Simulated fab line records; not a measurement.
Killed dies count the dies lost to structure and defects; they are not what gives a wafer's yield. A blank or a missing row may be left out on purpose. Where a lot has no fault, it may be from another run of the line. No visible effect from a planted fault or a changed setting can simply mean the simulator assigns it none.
Problem report, 8D (eight disciplines) form, completed by code ; flow n5-finfet ; the parts of the form that need people (team, actions taken, sign-off) are left out

== 1. PROBLEM STATEMENT ==
spin-speed-rpm at N5_SD_EPI_P_COAT_35 reads a mean of 1125.5 rpm on 6 wafers of 2 lots; wafers without a fault read 1500.0 rpm with a standard deviation of 1.1. So: -99 or more standard deviations from the usual mean.
The step: time 60 s, resist thk 35 nm.
The first sign was on wafer L589.4 at day 5 14:54, on litho-track-03. At this step, 24 wafers from 8 lots have a number in the record. The rule behind "out" and "out of limits": a value lying over 4 standard deviations away from the usual mean. The rest of the wafers with a number are treated as sound.

== 2. WHAT IT IS; WHAT IT IS NOT ==
question;is;is not
which readings at this step;spin-speed-rpm;-
which lots;L589, L592;L582, L587, L595, L599, L600, L602
which wafers of those lots;all that have a number;-
read on which tools;litho-track-03;litho-track-01, litho-track-04
when;from day 5 14:54;"up to then (6 sound wafers); but 12 sound wafers of L595, L599, L600, L602 came after"

== 3. WHAT RULES OUT EACH SUSPECT ==
Counting: any tool at a process step up to the reading is kept as a suspect provided that every lot that is out went through it and no sound lot did after the first of them.
- rie-diel-05 at N5_SD_EPI_N_ETCH_16 (etches SiO2 in CHF3/O2, target depth 5 nm): kept. It ran every lot that is out, first L589 (day 5 10:49), and no sound lot after that.
- litho-track-03 at N5_SD_EPI_P_COAT_35 (time 60 s, resist thk 35 nm): kept. Every lot that is out went through it, starting with L589 (day 5 14:54), and after that it ran no sound lot; the last sound lot it ran before then is L587 (day 5 02:17). Its own spin-speed-rpm readings are out on those wafers.
The count leaves litho-track-03 at N5_SD_EPI_P_COAT_35 and rie-diel-05 at N5_SD_EPI_N_ETCH_16.

== 4. THE CAUSE (what the simulator had put in) ==
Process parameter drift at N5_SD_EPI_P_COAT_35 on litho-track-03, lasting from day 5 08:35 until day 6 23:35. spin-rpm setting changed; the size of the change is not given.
This tool is one of the 2 suspects left after counting.

== 5. THE CHAIN OF EFFECTS, in route order ==
Each row: a reading whose mean over the struck wafers that have a number lies more than 3 standard deviations from the usual. Only readings whose record carries a usual standard deviation are examined. hours: median over the lots of the time between each lot's start at the first step of this table that gives one and its start at this step. sigmas: the change, counted in usual standard deviations.
hours;step;reading;usual;on struck wafers;change;sigmas
0;N5_SD_EPI_P_COAT_35;spin-speed-rpm;1500.0 rpm;1125.5;-374.5;-99 or more
0;N5_SD_EPI_P_ETCH_36;etch-rf-on-time-s;75.5 s;88.1;+12.6;+13
It contains these process steps:
- N5_SD_EPI_P_COAT_35: time 60 s, resist thk 35 nm.
- N5_SD_EPI_P_ETCH_36: etches SiARC in CF4, target depth 45.5 nm, time 75.8 s.
Later measuring or inspecting steps at which every struck wafer that the step has a row for has a number for every such reading, and none has moved that far: N5_BEOL_M4_RC_MEAS_101.

== 6. HOW IT WOULD HAVE BEEN CAUGHT EARLIER ==
In this record no reading fell out of limits until day 5 14:54, 6 hours after the fault had begun at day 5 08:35.
